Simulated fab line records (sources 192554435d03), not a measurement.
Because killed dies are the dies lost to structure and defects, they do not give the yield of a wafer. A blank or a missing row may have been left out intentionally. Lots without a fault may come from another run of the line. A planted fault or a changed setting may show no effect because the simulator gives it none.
Which of the tools did it? / flow n5 finfet / 11 lots, 31 wafers sampled, at 4 steps of a route of 1938

## WHAT THE GAUGES READ, wafer by wafer
N5_BEOL_M4_RC_MEAS_101. Usual: DIBL_N 36.0 mV/V, standard deviation 1.9; DIBL_P 36.0 mV/V, standard deviation 2.1; IOFF_N 0.155 nA/um, standard deviation 0.029; IOFF_P 0.20 nA/um, standard deviation 0.032; ION_N 672 uA/um, standard deviation 11; ION_P 461 uA/um, standard deviation 6.9; REXT_N 75.1 ohm.um, standard deviation 1.5; SS_N 71.5 mV/dec, standard deviation 0.58; SS_P 73.2 mV/dec, standard deviation 0.64; VT_N 250.4 mV, standard deviation 2.9; VT_P -251.0 mV, standard deviation 2.8.
lot=L376; measured=day 8 17:25; on=prober-02; DIBL_N (mV/V)=36.5 34.5 34.4; DIBL_P (mV/V)=35.3 33.6 33.3; IOFF_N (nA/um)=0.129 0.114 0.112; IOFF_P (nA/um)=0.19 0.18 0.17; ION_N (uA/um)=654 672 666; ION_P (uA/um)=452 470 462; REXT_N (ohm.um)=74.0 72.9 73.1; SS_N (mV/dec)=71.4 71.0 70.8; SS_P (mV/dec)=73.9 72.9 72.3; VT_N (mV)=254.5 254.6 254.9; VT_P (mV)=-251.4 -251.4 -253.8; flag=
lot=L377; measured=day 8 19:13; on=prober-01; DIBL_N (mV/V)=34.9 35.2 36.4; DIBL_P (mV/V)=34.6 35.3 35.9; IOFF_N (nA/um)=0.145 0.160 0.168; IOFF_P (nA/um)=0.22 0.22 0.22; ION_N (uA/um)=661 670 669; ION_P (uA/um)=457 462 460; REXT_N (ohm.um)=78.5 76.7 76.8; SS_N (mV/dec)=71.4 71.6 72.3; SS_P (mV/dec)=72.4 73.1 72.6; VT_N (mV)=249.4 245.6 247.4; VT_P (mV)=-248.6 -248.3 -250.0; flag=
lot=L379; measured=day 9 18:07; on=prober-01; DIBL_N (mV/V)=34.8 36.1; DIBL_P (mV/V)=34.1 35.2; IOFF_N (nA/um)=0.124 0.143; IOFF_P (nA/um)=0.19 0.20; ION_N (uA/um)=666 660; ION_P (uA/um)=460 460; REXT_N (ohm.um)=77.6 76.7; SS_N (mV/dec)=71.1 71.8; SS_P (mV/dec)=72.9 73.1; VT_N (mV)=252.0 251.5; VT_P (mV)=-249.1 -249.3; flag=
lot=L380; measured=day 9 22:37; on=prober-02; DIBL_N (mV/V)=40.6 39.2 41.7; DIBL_P (mV/V)=39.6 39.2 41.4; IOFF_N (nA/um)=0.218 0.194 0.236; IOFF_P (nA/um)=0.27 0.25 0.30; ION_N (uA/um)=676 686 678; ION_P (uA/um)=465 466 467; REXT_N (ohm.um)=71.7 72.4 71.4; SS_N (mV/dec)=72.8 72.2 72.6; SS_P (mV/dec)=74.5 74.2 74.4; VT_N (mV)=248.8 246.9 246.5; VT_P (mV)=-248.0 -246.9 -246.9; flag=
lot=L381; measured=day 10 05:05; on=prober-01; DIBL_N (mV/V)=34.8 37.0 38.5; DIBL_P (mV/V)=33.1 35.7 36.5; IOFF_N (nA/um)=0.127 0.158 0.182; IOFF_P (nA/um)=0.15 0.19 0.20; ION_N (uA/um)=676 684 675; ION_P (uA/um)=453 462 454; REXT_N (ohm.um)=76.4 76.8 76.9; SS_N (mV/dec)=70.1 71.7 71.5; SS_P (mV/dec)=72.5 73.2 73.5; VT_N (mV)=249.6 250.7 249.8; VT_P (mV)=-256.0 -252.9 -251.3; flag=
lot=L382; measured=day 10 07:43; on=prober-02; DIBL_N (mV/V)=37.7 34.4 36.2; DIBL_P (mV/V)=38.7 35.2 36.7; IOFF_N (nA/um)=0.197 0.131 0.148; IOFF_P (nA/um)=0.25 0.18 0.20; ION_N (uA/um)=671 661 651; ION_P (uA/um)=459 450 444; REXT_N (ohm.um)=77.0 79.9 79.4; SS_N (mV/dec)=72.4 71.4 71.7; SS_P (mV/dec)=73.5 73.8 73.5; VT_N (mV)=246.4 254.2 252.0; VT_P (mV)=-249.8 -253.4 -254.9; flag=
lot=L384; measured=day 11 00:58; on=prober-01; DIBL_N (mV/V)=36.0 32.9; DIBL_P (mV/V)=37.2 34.4; IOFF_N (nA/um)=0.153 0.112; IOFF_P (nA/um)=0.21 0.17; ION_N (uA/um)=688 651; ION_P (uA/um)=469 457; REXT_N (ohm.um)=75.8 80.1; SS_N (mV/dec)=70.9 71.1; SS_P (mV/dec)=74.1 73.3; VT_N (mV)=249.2 254.6; VT_P (mV)=-248.9 -252.2; flag=
lot=L389; measured=day 11 16:44; on=prober-01; DIBL_N (mV/V)=35.7 33.4 33.0; DIBL_P (mV/V)=35.4 32.3 32.2; IOFF_N (nA/um)=0.163 0.118 0.117; IOFF_P (nA/um)=0.23 0.18 0.18; ION_N (uA/um)=669 667 662; ION_P (uA/um)=469 465 467; REXT_N (ohm.um)=73.7 75.0 74.5; SS_N (mV/dec)=70.7 70.2 70.9; SS_P (mV/dec)=73.5 73.1 72.9; VT_N (mV)=247.3 252.6 249.7; VT_P (mV)=-248.7 -250.8 -249.4; flag=
lot=L394; measured=day 13 00:13; on=prober-02; DIBL_N (mV/V)=35.1 32.9 35.1; DIBL_P (mV/V)=36.4 34.1 37.0; IOFF_N (nA/um)=0.144 0.119 0.155; IOFF_P (nA/um)=0.21 0.18 0.22; ION_N (uA/um)=677 654 681; ION_P (uA/um)=467 453 469; REXT_N (ohm.um)=75.9 76.7 75.8; SS_N (mV/dec)=70.6 70.8 71.7; SS_P (mV/dec)=73.3 72.2 73.2; VT_N (mV)=249.4 250.0 247.5; VT_P (mV)=-251.5 -251.7 -249.1; flag=
lot=L395; measured=day 13 15:59; on=prober-02; DIBL_N (mV/V)=38.0 36.2 38.5; DIBL_P (mV/V)=36.8 35.3 37.9; IOFF_N (nA/um)=0.169 0.148 0.187; IOFF_P (nA/um)=0.22 0.20 0.23; ION_N (uA/um)=676 673 679; ION_P (uA/um)=469 462 460; REXT_N (ohm.um)=76.1 75.2 77.0; SS_N (mV/dec)=72.0 70.9 71.9; SS_P (mV/dec)=73.9 73.6 74.0; VT_N (mV)=249.1 250.4 246.4; VT_P (mV)=-247.3 -249.4 -247.4; flag=
lot=L397; measured=day 14 01:47; on=prober-01; DIBL_N (mV/V)=34.4 33.3 32.8; DIBL_P (mV/V)=35.1 33.1 33.0; IOFF_N (nA/um)=0.149 0.118 0.119; IOFF_P (nA/um)=0.19 0.15 0.16; ION_N (uA/um)=682 661 674; ION_P (uA/um)=466 450 462; REXT_N (ohm.um)=76.6 76.6 76.9; SS_N (mV/dec)=71.6 71.0 70.4; SS_P (mV/dec)=73.0 72.6 72.9; VT_N (mV)=252.9 255.5 251.2; VT_P (mV)=-249.1 -255.7 -253.9; flag=

## WHICH TOOL RAN EACH LOT (tool, then ch and the chambers of the sampled wafers, then the start)
lot=L376; N5_SPACER0_ALD_08=ald sin-02 ch 1,3, day 3 08:30; N5_BEOL_M4_SPUTTER_88=pvd sputter-02, day 8 14:47; N5_BEOL_M4_SPUTTER_90=pvd sputter-02, day 8 15:00
lot=L377; N5_SPACER0_ALD_08=ald sin-03 ch 0,1,3, day 3 13:19; N5_BEOL_M4_SPUTTER_88=pvd sputter-02, day 8 16:59; N5_BEOL_M4_SPUTTER_90=pvd sputter-02, day 8 17:12
lot=L379; N5_SPACER0_ALD_08=ald sin-02 ch 1,3, day 4 04:51; N5_BEOL_M4_SPUTTER_88=pvd sputter-03, day 9 15:42; N5_BEOL_M4_SPUTTER_90=pvd sputter-03, day 9 15:55
lot=L380; N5_SPACER0_ALD_08=ald sin-02 ch 0,2,3, day 4 12:01; N5_BEOL_M4_SPUTTER_88=pvd sputter-02, day 9 20:20; N5_BEOL_M4_SPUTTER_90=pvd sputter-02, day 9 20:33
lot=L381; N5_SPACER0_ALD_08=ald sin-02 ch 1,2, day 4 16:56; N5_BEOL_M4_SPUTTER_88=pvd sputter-03, day 10 02:38; N5_BEOL_M4_SPUTTER_90=pvd sputter-03, day 10 02:52
lot=L382; N5_SPACER0_ALD_08=ald sin-02 ch 0,3, day 4 23:43; N5_BEOL_M4_SPUTTER_88=pvd sputter-02, day 10 05:35; N5_BEOL_M4_SPUTTER_90=pvd sputter-02, day 10 05:49
lot=L384; N5_SPACER0_ALD_08=ald sin-02 ch 2,3, day 5 06:58; N5_BEOL_M4_SPUTTER_88=pvd sputter-01, day 10 22:59; N5_BEOL_M4_SPUTTER_90=pvd sputter-01, day 10 23:12
lot=L389; N5_SPACER0_ALD_08=ald sin-03 ch 1,2, day 6 14:33; N5_BEOL_M4_SPUTTER_88=pvd sputter-02, day 11 14:35; N5_BEOL_M4_SPUTTER_90=pvd sputter-02, day 11 14:49
lot=L394; N5_SPACER0_ALD_08=ald sin-03 ch 0,1,3, day 7 20:07; N5_BEOL_M4_SPUTTER_88=pvd sputter-03, day 12 22:05; N5_BEOL_M4_SPUTTER_90=pvd sputter-03, day 12 22:18
lot=L395; N5_SPACER0_ALD_08=ald sin-04 ch 1,3, day 8 04:48; N5_BEOL_M4_SPUTTER_88=pvd sputter-02, day 13 13:59; N5_BEOL_M4_SPUTTER_90=pvd sputter-02, day 13 14:13
lot=L397; N5_SPACER0_ALD_08=ald sin-02 ch 0,2,3, day 9 06:17; N5_BEOL_M4_SPUTTER_88=pvd sputter-01, day 13 23:48; N5_BEOL_M4_SPUTTER_90=pvd sputter-01, day 14 00:01
- N5_SPACER0_ALD_08: deposits SiNx, target thk 2 nm.
- N5_BEOL_M4_SPUTTER_88: material Cu, target thk 4.5 nm, time 8.29 s.
- N5_BEOL_M4_SPUTTER_90: material Cu, target thk 4.5 nm, time 8.29 s.

## WHAT THE TOOLS THEMSELVES READ (means of the sampled wafers that have a number; where no wafer has one, the mark that the record gives instead)
N5_SPACER0_ALD_08. Usual: heater power w at 890 W, with a standard deviation of 87.
lot=L376; tool=ald sin-02; heater power w (W)=893; flag=
lot=L377; tool=ald sin-03; heater power w (W)=844; flag=
lot=L379; tool=ald sin-02; heater power w (W)=898; flag=
lot=L380; tool=ald sin-02; heater power w (W)=947; flag=
lot=L381; tool=ald sin-02; heater power w (W)=892; flag=
lot=L382; tool=ald sin-02; heater power w (W)=973; flag=
lot=L384; tool=ald sin-02; heater power w (W)=920; flag=
lot=L389; tool=ald sin-03; heater power w (W)=794; flag=
lot=L394; tool=ald sin-03; heater power w (W)=845; flag=
lot=L395; tool=ald sin-04; heater power w (W)=912; flag=
lot=L397; tool=ald sin-02; heater power w (W)=952; flag=

N5_BEOL_M4_SPUTTER_88. Usual: throttle valve pct at 29.7 %, with a standard deviation of 1.2.
lot=L376; tool=pvd sputter-02; throttle valve pct (%)=30.4; flag=
lot=L377; tool=pvd sputter-02; throttle valve pct (%)=29.3; flag=
lot=L379; tool=pvd sputter-03; throttle valve pct (%)=29.5; flag=
lot=L380; tool=pvd sputter-02; throttle valve pct (%)=29.7; flag=
lot=L381; tool=pvd sputter-03; throttle valve pct (%)=28.9; flag=
lot=L382; tool=pvd sputter-02; throttle valve pct (%)=29.4; flag=
lot=L384; tool=pvd sputter-01; throttle valve pct (%)=29.4; flag=
lot=L389; tool=pvd sputter-02; throttle valve pct (%)=31.1; flag=
lot=L394; tool=pvd sputter-03; throttle valve pct (%)=29.9; flag=
lot=L395; tool=pvd sputter-02; throttle valve pct (%)=30.1; flag=
lot=L397; tool=pvd sputter-01; throttle valve pct (%)=29.5; flag=

N5_BEOL_M4_SPUTTER_90. Usual: throttle valve pct at 29.7 %, with a standard deviation of 1.3.
lot=L376; tool=pvd sputter-02; throttle valve pct (%)=30.5; flag=
lot=L377; tool=pvd sputter-02; throttle valve pct (%)=29.3; flag=
lot=L379; tool=pvd sputter-03; throttle valve pct (%)=29.5; flag=
lot=L380; tool=pvd sputter-02; throttle valve pct (%)=29.7; flag=
lot=L381; tool=pvd sputter-03; throttle valve pct (%)=29.0; flag=
lot=L382; tool=pvd sputter-02; throttle valve pct (%)=29.5; flag=
lot=L384; tool=pvd sputter-01; throttle valve pct (%)=29.4; flag=
lot=L389; tool=pvd sputter-02; throttle valve pct (%)=31.1; flag=
lot=L394; tool=pvd sputter-03; throttle valve pct (%)=29.8; flag=
lot=L395; tool=pvd sputter-02; throttle valve pct (%)=29.9; flag=
lot=L397; tool=pvd sputter-01; throttle valve pct (%)=29.7; flag=

## THE ANSWER, worked out from the rows above alone
Rule: a lot counts as off when the mean over its wafers that have a number is more than 3 standard deviations away from the usual mean. A lot without any number at a reading at which 4 lots or more have one is off too. Where the step has rows for the other lots, those lots are counted as sound. First the gauges in route order, then the tools' own readings, where a lot's mean is used as printed above. The first step at which some lot is off is used, and at that step the reading that is off furthest; a lot without a number counts as furthest.
No lot is off on any of the readings shown, so nothing can be concluded from this.

## WHAT THE SIMULATOR HAD INSERTED
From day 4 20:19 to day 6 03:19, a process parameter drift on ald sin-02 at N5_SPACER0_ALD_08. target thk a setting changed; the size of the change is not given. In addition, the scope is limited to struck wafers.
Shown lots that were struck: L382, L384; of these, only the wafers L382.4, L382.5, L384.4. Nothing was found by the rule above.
